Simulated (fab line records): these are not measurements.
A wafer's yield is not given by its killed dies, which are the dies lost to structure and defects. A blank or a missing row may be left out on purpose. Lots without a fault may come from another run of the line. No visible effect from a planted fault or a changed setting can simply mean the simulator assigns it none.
Split-lot trial	flow n5_finfet	route with 1938 steps; 7 lots, 39 wafers read

== THE SPLIT ==
At N5_FIN_SAQP_ETCH_65 (etches SiO2 in CF4, target depth 4 nm, time 4.4 s), the setting time_s was moved away from the recipe's 4.4 s on 12 of the 39 wafers read, by -54.0% to +48.2%. For the rest of the wafers, this setting stayed at what the recipe calls for.

Reading taken at the split's own step.

== THE READING ==
etch.depth_nm (the simulator's own value, which no gauge read), in nm, at N5_FIN_SAQP_ETCH_65 (etches SiO2 in CF4, target depth 4 nm, time 4.4 s). No usual value for it is given in the file. Across the 27 wafers here that went through the recipe, the average is 3.999 nm and the standard deviation 0.1 nm.

wafer	tool, chamber at the split	time_s as run, s	against the recipe	etch.depth_nm, nm	against lot-mates on the recipe
L078.1	rie_si-04, 3	4.4	recipe	3.921	-
L078.2	rie_si-04, 1	4.4	recipe	4.156	-
L078.4	rie_si-04, 0	4.4	recipe	3.816	-
L080.1	rie_si-04, 2	4.4	recipe	4.001	-
L080.2	rie_si-04, 1	4.4	recipe	4.245	-
L080.3	rie_si-04, 3	4.4	recipe	4.043	-
L080.4	rie_si-04, 0	4.4	recipe	3.893	-
L080.5	rie_si-04, 2	4.4	recipe	3.99	-
L080.6	rie_si-04, 3	4.4	recipe	4.052	-
L081.1	rie_si-02, 2	6.52	+48.2%	5.915	+1.936
L081.2	rie_si-02, 1	6.52	+48.2%	5.812	+1.833
L081.3	rie_si-02, 0	4.4	recipe	3.953	-
L081.4	rie_si-02, 3	4.4	recipe	4.036	-
L081.5	rie_si-02, 0	4.4	recipe	3.947	-
L081.6	rie_si-02, 1	6.52	+48.2%	5.827	+1.848
L084.1	rie_si-02, 0	4.4	recipe	3.955	-
L084.2	rie_si-02, 2	4.4	recipe	3.992	-
L084.3	rie_si-02, 1	4.4	recipe	3.944	-
L084.4	rie_si-02, 3	4.4	recipe	4.119	-
L084.5	rie_si-02, 3	4.4	recipe	4.094	-
L084.6	rie_si-02, 2	4.4	recipe	3.987	-
L088.1	rie_si-02, 1	2.926	-33.5%	2.599	-1.400
L088.2	rie_si-02, 0	4.4	recipe	3.927	-
L088.3	rie_si-02, 3	4.4	recipe	4.085	-
L088.4	rie_si-02, 2	4.4	recipe	3.985	-
L088.5	rie_si-02, 3	2.926	-33.5%	2.703	-1.296
L088.6	rie_si-02, 0	2.926	-33.5%	2.62	-1.379
L093.1	rie_si-03, 3	5.71	+29.8%	4.997	+1.030
L093.2	rie_si-03, 2	5.71	+29.8%	5.046	+1.079
L093.3	rie_si-03, 0	4.4	recipe	3.996	-
L093.4	rie_si-03, 0	4.4	recipe	4	-
L093.5	rie_si-03, 2	4.4	recipe	3.904	-
L093.6	rie_si-03, 3	5.71	+29.8%	5.017	+1.050
L094.1	rie_si-03, 0	2.024	-54.0%	1.841	-2.140
L094.2	rie_si-03, 2	2.024	-54.0%	1.8	-2.181
L094.3	rie_si-03, 3	4.4	recipe	3.863	-
L094.4	rie_si-03, 1	4.4	recipe	4.211	-
L094.5	rie_si-03, 0	2.024	-54.0%	1.847	-2.134
L094.6	rie_si-03, 3	4.4	recipe	3.868	-

FIT RESULTS
A straight line over all 39 wafers: etch.depth_nm changes by +0.0389 nm for each +1% of time_s; r = +0.99; the points scatter about the line by 0.098 nm.
The same after taking each lot's own level away (the mean of its wafers on the recipe; 39 wafers): +0.0391 nm for each +1%; r = +1.00; scatter 0.092 nm.
That fit puts the effect of the largest move of time_s on the reading at 2.1 nm.
From 3.9643 to 4.0373 nm: that is the span of the lots' own levels, equal to 0.7 times the standard deviation above.
The two slopes are in agreement: the lot-to-lot level therefore moves the slope only a little.
Check: -2.12 nm against its lot-mates is what the line predicts for one of the wafers moved furthest among these (-54.0%) when that wafer is left out of the fit. Against them it came out at -2.14 nm.

== FILE'S OWN FIT ==
etch.depth_nm changes by +0.0391 nm for each +1% of time_s, r = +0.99.
